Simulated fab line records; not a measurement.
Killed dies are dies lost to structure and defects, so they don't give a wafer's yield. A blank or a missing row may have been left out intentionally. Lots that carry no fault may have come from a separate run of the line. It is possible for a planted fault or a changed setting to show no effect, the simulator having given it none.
Lot-split experiment ; flow n5-finfet ; route with 1938 steps; 7 lots, 38 wafers read

THE SPLIT ITSELF
At N5_BEOL_M6_TRENCH_ETCH_37 (etches SiCOH lowk in C4F6/O2, target depth 94.435 nm, time 31.5 s), the setting time-s was moved away from the recipe's 31.5 s on 14 of the 38 wafers read, by -24.4% to +42.4%. This setting was run at the recipe's value on the other wafers.

FROM THE SPLIT TO THE READING: what the file shows between them, 11 steps
- N5_BEOL_M6_ETCH_41: etches SiCN in CH3F/O2, target depth 29.7 nm, time 52 s
- N5_BEOL_M6_STRIP_80: strips in N2/H2, time 10 s
- N5_BEOL_M6_OCD_MEAS_38
- N5_BEOL_M6_HM_STRIP_39: strips TiN in peroxide tin strip, target depth 25 nm, time 158 s
- N5_BEOL_M6_SRD_40: time 30 s
- N5_BEOL_M6_ECD_50: material Cu, target thk 300 nm
- N5_BEOL_M6_ANNEAL_51: time 90 s
- N5_BEOL_M6_CMP_52: polishes, stops on SiCOH lowk, t overpolish 6.9 s, target thk 80 nm
- N5_BEOL_M6_THK_MEAS_53: measures by xrf
- N5_BEOL_M6_PRE_CLEAN_55: time 15 s
- N5_BEOL_M6_DEP_56: deposits SiCN from 3MS/NH3, target thk 10 nm, time 17.5 s

THE READING
M6_RS in ohm/sq, measured at N5_BEOL_M6_RS_MEAS_57 by four-point-probe. On this fab line, fault-free wafers typically give 0.281 ohm/sq with a standard deviation of 0.0084 ohm/sq.

wafer;tool, chamber at the split;time-s as run, s;against the recipe;M6_RS, ohm/sq;against lot-mates on the recipe
L079.1;rie-diel-05, 3;25.51;-19.0%;0.375;+0.090
L079.2;rie-diel-05, 2;25.51;-19.0%;0.410;+0.125
L079.3;rie-diel-05, 1;31.5;recipe;0.279;-
L079.4;rie-diel-05, 0;31.5;recipe;0.292;-
L079.5;rie-diel-05, 1;31.5;recipe;0.284;-
L079.6;rie-diel-05, 0;25.51;-19.0%;0.384;+0.099
L080.1;rie-diel-01, 0;31.5;recipe;0.274;-
L080.2;rie-diel-01, 1;31.5;recipe;0.265;-
L080.3;rie-diel-01, 3;42.84;+36.0%;0.182;-0.089
L080.5;rie-diel-01, 0;31.5;recipe;0.275;-
L080.6;rie-diel-01, 3;42.84;+36.0%;0.183;-0.088
L082.3;rie-diel-05, 3;31.5;recipe;0.279;-
L082.4;rie-diel-05, 0;31.5;recipe;0.292;-
L082.5;rie-diel-05, 2;31.5;recipe;0.283;-
L083.1;rie-diel-01, 3;31.5;recipe;0.281;-
L083.2;rie-diel-01, 1;31.5;recipe;0.268;-
L083.3;rie-diel-01, 2;31.5;recipe;0.287;-
L083.4;rie-diel-01, 0;31.5;recipe;0.273;-
L083.5;rie-diel-01, 1;31.5;recipe;0.263;-
L083.6;rie-diel-01, 2;31.5;recipe;0.294;-
L087.1;rie-diel-03, 0;31.5;recipe;0.277;-
L087.2;rie-diel-03, 1;23.81;-24.4%;0.404;+0.123
L087.3;rie-diel-03, 3;31.5;recipe;0.292;-
L087.4;rie-diel-03, 2;23.81;-24.4%;0.421;+0.140
L087.5;rie-diel-03, 3;23.81;-24.4%;0.428;+0.147
L087.6;rie-diel-03, 0;31.5;recipe;0.275;-
L090.1;rie-diel-03, 3;31.5;recipe;0.273;-
L090.2;rie-diel-03, 2;26.29;-16.5%;0.350;+0.080
L090.3;rie-diel-03, 1;31.5;recipe;0.273;-
L090.4;rie-diel-03, 2;31.5;recipe;0.264;-
L090.5;rie-diel-03, 1;26.29;-16.5%;0.346;+0.076
L090.6;rie-diel-03, 3;26.29;-16.5%;0.352;+0.082
L092.1;rie-diel-05, 2;44.85;+42.4%;0.178;-0.114
L092.2;rie-diel-05, 0;44.85;+42.4%;0.183;-0.109
L092.3;rie-diel-05, 3;31.5;recipe;0.290;-
L092.4;rie-diel-05, 0;31.5;recipe;0.294;-
L092.5;rie-diel-05, 3;44.85;+42.4%;0.179;-0.113
L092.6;rie-diel-05, 2;31.5;recipe;0.293;-

FIT RESULTS
A straight line over all 38 wafers: M6_RS changes by -0.00341 ohm/sq for each +1% of time-s; r = -0.94; the points scatter about the line by 0.023 ohm/sq.
The same after taking each lot's own level away (the mean of its wafers on the recipe; 38 wafers): -0.0035 ohm/sq for each +1%; r = -0.95; scatter 0.021 ohm/sq.
According to that fit, moving time-s by its largest amount changes the reading by 0.15 ohm/sq.
Across the lots, their own levels run from 0.2700 to 0.2923 ohm/sq, a range of 2.7 times the standard deviation given above.
Hence the lot-to-lot level has little effect on the slope; both slopes agree.
Check: for one of the wafers moved furthest among these (+42.4%), held out of the fit, the line's prediction against its lot-mates is -0.139 ohm/sq. It came out at -0.114 ohm/sq against them.

OTHER SPLITS ON THESE WAFERS
These wafers also went through other splits before the reading. Each is held against what the fit with the lots' levels taken away leaves over:
other split on the same wafers;wafers away from the commonest value;r with M6_RS (lot level and that fit taken away)
N5_SD_EPI_N_DESCUM_14 time-s;12;-0.31
N5_GATE_CUT_DESCUM_18 time-s;17;+0.07
N5_MOL_CONTACT_COAG_ETCHBACK_134 time-s;17;+0.10
N5_BEOL_M2_CVD_47 target-thk-a;12;-0.23

THE WHOLE CHAIN: every reading that the file lists as answering this split, in the file's order
step;what it does;reading;change (the file's fit);r (the file's)
N5_BEOL_M6_TRENCH_ETCH_37;etches SiCOH lowk in C4F6/O2, target depth 94.435 nm, time 31.5 s;BEOL_M6.feature-depth-nm (the simulator's own value, which no gauge read);+0.937 nm for each +1% of the setting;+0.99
N5_BEOL_M6_TRENCH_ETCH_37;etches SiCOH lowk in C4F6/O2, target depth 94.435 nm, time 31.5 s;etch.depth-nm (the simulator's own value, which no gauge read);+0.939 nm for each +1% of the setting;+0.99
N5_BEOL_M6_TRENCH_ETCH_37;etches SiCOH lowk in C4F6/O2, target depth 94.435 nm, time 31.5 s;TiN_of_BEOL_M6_HM_DEP_02.thk-nm (the simulator's own value, which no gauge read);-0.0241 nm for each +1% of the setting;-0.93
N5_BEOL_M6_OCD_MEAS_38;;trench-depth-nm;+0.938 nm for each +1% of the setting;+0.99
N5_BEOL_M6_CMP_52;polishes, stops on SiCOH lowk, t overpolish 6.9 s, target thk 80 nm;Cu_of_BEOL_M6_ECD_50.thk-nm (the simulator's own value, which no gauge read);+0.959 nm for each +1% of the setting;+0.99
N5_BEOL_M6_THK_MEAS_53;measures by xrf;M6_THK;+0.965 for each +1% of the setting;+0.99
N5_BEOL_M6_RS_MEAS_57;measures by four-point-probe;M6_RS;-0.00343 for each +1% of the setting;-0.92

FILE'S OWN FIT
M6_RS changes by -0.00343 ohm/sq for each +1% of time-s, r = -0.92.
